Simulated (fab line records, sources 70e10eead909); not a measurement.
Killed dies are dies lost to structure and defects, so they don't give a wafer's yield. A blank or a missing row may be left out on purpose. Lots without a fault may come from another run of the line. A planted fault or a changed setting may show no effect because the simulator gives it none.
Chamber matching | flow nand_harc | NHARC_A_STAIRCASE_DESCUM_168 on rie_diel-06: 4 sister chambers
The step chemistry O2, time 3 s. 14 wafers are shown with their chamber, then 7 later ones without.

WAFERS WITH THEIR CHAMBER
wafer  | chamber | drypump_motor_current_A (A) | showerhead_plenum_p_Torr (Torr) | oes_product_au (a.u.)
L079.1 | 0       | 6.3                         | 1.88                            | 0.996
L079.4 | 1       | 5.4                         | 2.03                            | 1.001
L079.6 | 0       | 6.3                         | 1.88                            | 0.994
L084.2 | 0       | 6.3                         | 1.87                            | 1.002
L084.3 | 1       | 5.4                         | 2.02                            | 1.012
L084.6 | 1       | 5.5                         | 2.02                            | 1.004
L085.1 | 2       | 5.2                         | 1.89                            | 1.000
L085.3 | 3       | 5.4                         | 2.01                            | 1.005
L085.4 | 1       | 5.4                         | 2.02                            | 0.999
L088.2 | 2       | 5.3                         | 1.88                            | 0.997
L088.5 | 2       | 5.3                         | 1.88                            | 1.004
L088.6 | 3       | 5.4                         | 2.00                            | 0.997
L088.1 | 1       | 5.5                         | 2.02                            | 1.004
L088.3 | 0       | 6.3                         | 1.87                            | 0.997

SIGNATURES (means of the wafers above)
reading                  | chamber 0 | chamber 1 | chamber 2 | chamber 3 | scatter within a chamber
drypump_motor_current_A  | 6.300     | 5.440     | 5.267     | 5.400     | 0.0432
showerhead_plenum_p_Torr | 1.8750    | 2.0220    | 1.8833    | 2.0050    | 0.00545
oes_product_au           | 0.99725   | 1.00400   | 1.00033   | 1.00100   | 0.00435
Rule: a wafer's distance from a chamber is the root of the sum, over the readings, of the square of ((its reading less the chamber's mean) divided by the reading's scatter). The wafer belongs to the nearest chamber; if the next one is less than 2 further off, it can't be placed. The scatter: the root of (the sum of the squares of (reading less its chamber's mean) over the shown wafers, divided by (wafers less chambers)).

WAFERS WITHOUT THEIR CHAMBER
wafer  | drypump_motor_current_A (A) | showerhead_plenum_p_Torr (Torr) | oes_product_au (a.u.)
L088.4 | 5.4                         | 2.00                            | 0.993
L095.2 | 5.3                         | 1.88                            | 0.995
L095.4 | 5.5                         | 2.01                            | 1.003
L095.5 | 6.3                         | 1.86                            | 0.996
L097.1 | 5.5                         | 2.01                            | 0.999
L097.2 | 6.3                         | 1.86                            | 0.996
L097.3 | 5.3                         | 1.88                            | 0.995

WHICH CHAMBER EACH WENT THROUGH
wafer  | from the rows above     | in truth
L088.4 | 3                       | 3
L095.2 | 2                       | 2
L095.4 | can't be placed: 3 or 1 | 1
L095.5 | 0                       | 0
L097.1 | can't be placed: 3 or 1 | 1
L097.2 | 0                       | 0
L097.3 | 2                       | 2
Placed correctly: 5 of 7. Can't be placed from these rows: 2 (the true chamber is among the candidates in 2). Placed wrongly: 0.
